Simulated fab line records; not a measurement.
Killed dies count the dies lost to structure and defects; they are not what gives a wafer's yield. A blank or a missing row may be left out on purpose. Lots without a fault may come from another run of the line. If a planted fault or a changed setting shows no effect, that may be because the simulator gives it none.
A lot that was struck, set against a sound lot | flow nandHarc | 18 out of 1302 route steps
Sound: wafers L189.1, L189.2, L189.3. Struck: wafer L192.1. (L192.4 of the same lot was not struck and is left out.) The cause comes at the end.
For every step that has rows: the tool of each side, followed by ch and its chambers, followed by its first start. Under that, the readings that differ: sound wafers | struck wafers | difference of the means | sigmas: that difference in standard deviations of wafers without a fault.
alike: same words and numbers on both sides, and readings whose means sit less than 2 such deviations apart. not compared: any withheld reading, any reading some wafer has no value for, any bound like >300 that may hide the same value, and any number with overlapping values for which the record gives no deviation.
Wherever a step has rows on one side only, a row that says differs or no value, or a row with sigmas, the two part there. Numbers that don't overlap but have no deviation are shown without sigmas and don't part them. A reading missing from all wafers of one side parts the sides only when that side holds two or more wafers.

NHARC_A_SGD_CUT_CD_MEAS_09: target cd 100 nm.
  sound on cdSem-03 ch 0, day 21 06:42; struck on cdSem-02 ch 0, day 23 00:20
  alike: cdNm
NHARC_A_SGD_CUT_OVL_MEAS_10:
  sound: overlay-01 at day 21 06:47; struck: overlay-01 at day 23 00:26
reading         | sound          | struck | difference | sigmas
overlayXNm (nm) | -0.9 -1.0 -1.0 | 2.1    | +3.1       | +4
overlayYNm (nm) | 0.1 -0.5 -0.6  | 1.4    | +1.7       | +2
NHARC_A_SGD_CUT_INSPECT_11:
  sound: defectInspect-02 at day 21 06:49; struck: defectInspect-02 at day 23 00:28
  alike: rawDefectCount
NHARC_A_SGD_CUT_DESCUM_14: chemistry O2, time 3 s.
  sound on rieDiel-12 ch 1,2,3, day 21 06:53; struck on rieDiel-08 ch 1, day 23 00:32
reading                  | sound       | struck | difference | sigmas
drypumpMotorCurrentA (A) | 5.2 6.6 5.1 | 6.8    | +1.2       | +3
rfHoursCounterH (h)      | 3 3 3       | 9      | +6         | 
  alike: oesProductAu, rfVppV, showerheadPlenumPTorr, throttleValvePct
NHARC_A_SGD_CUT_ETCH_58: etches the open film in CF4, target depth 39 nm, time 65 s.
  sound on rieDiel-12 ch 0,2,3, day 21 06:58; struck on rieDiel-08 ch 0, day 23 00:38
reading             | sound | struck | difference | sigmas
rfHoursCounterH (h) | 3 3 3 | 9      | +6         | 
  alike: drypumpMotorCurrentA, oesProductAu, rfVppV, showerheadPlenumPTorr, throttleValvePct
NHARC_A_SGD_CUT_ETCH_59: etches the open film in N2/H2, target depth 260 nm, time 406.25 s.
  sound: rieDiel-12 ch 0,1,3; struck: rieDiel-08 ch 0
reading             | sound             | struck | difference | sigmas
oesProductAu (a.u.) | 0.997 0.999 0.999 | 0.979  | -0.019     | -3
rfHoursCounterH (h) | 4 3 3             | 9      | +6         | 
  alike: drypumpMotorCurrentA, rfVppV, showerheadPlenumPTorr, throttleValvePct
NHARC_A_SGD_CUT_ETCH_15: etches the open film in CH3F/O2, target depth 75 nm, time 64.3 s.
  sound: rieDiel-12 ch 0,2,3; struck: rieDiel-08 ch 1
reading                  | sound       | struck | difference | sigmas
drypumpMotorCurrentA (A) | 6.0 5.2 5.1 | 6.8    | +1.4       | +3
rfHoursCounterH (h)      | 3 4 3       | 9      | +6         | 
  alike: ch3fFlowSccm, oesProductAu, rfVppV, showerheadPlenumPTorr, throttleValvePct
NHARC_A_SGD_CUT_ETCH_16: etches the open film in C4F8/O2/Ar, target depth 310.5 nm, time 155.2 s.
  sound: rieDiel-12 ch 0,2,3; struck: rieDiel-08 ch 1
reading             | sound | struck | difference | sigmas
rfHoursCounterH (h) | 4 3 4 | 9      | +5         | 
  alike: oesProductAu, rfVppV
then, 4 steps without rows for these wafers: NHARC_A_SGD_CUT_STRIP_60 (strips in C4F8/O2/Ar); NHARC_A_SGD_CUT_STRIP_17 (strips in O2); NHARC_A_SGD_CUT_PRECLEAN_18 (cleans in SC1); NHARC_A_SGD_CUT_SRD_19.
NHARC_A_SGD_CUT_DEP_20: deposits SiO2, target thk 150 nm.
  sound on fcvd-02 ch 0,1, day 21 08:00; struck on fcvd-01 ch 0,1, day 23 01:41
then, 2 steps without rows for these wafers: NHARC_A_SGD_CUT_ANNEAL_27 (time 1800 s); NHARC_A_SGD_CUT_CMP_21 (polishes, target thk 148.19 nm).
NHARC_A_SGD_CUT_THK_MEAS_22: measures by ellipsometry.
  sound: filmMetro-01 at day 21 12:54; struck: filmMetro-02 at day 23 06:44
reading    | sound             | struck | difference | sigmas
thkNm (nm) | 145.8 145.7 149.7 | 142.3  | -4.8       | -3
next, for these wafers, 1 step has no rows: NHARC_A_SGD_CUT_SRD_23.
-- the record jumps here: 5 days lie between the struck wafers' starts before and after (it left off in module A_SGD_CUT and takes up again in module END, whose first step shown is number 1302 of the route) --
NHARC_END_SORT_01:
  sound on prober-01 ch 0, day 26 10:35; struck on prober-02 ch 0, day 28 05:15
  alike: killedAtArray, killedAtOther, killedAtPeriphery, killedDies, killedOpen, killedShort

## WHERE THEY PART
Earliest at NHARC_A_SGD_CUT_OVL_MEAS_10; latest, in this record, at NHARC_A_SGD_CUT_THK_MEAS_22. Later steps at which nothing parts them and some readings are alike: NHARC_END_SORT_01.

WHY: what had been put in by the simulator
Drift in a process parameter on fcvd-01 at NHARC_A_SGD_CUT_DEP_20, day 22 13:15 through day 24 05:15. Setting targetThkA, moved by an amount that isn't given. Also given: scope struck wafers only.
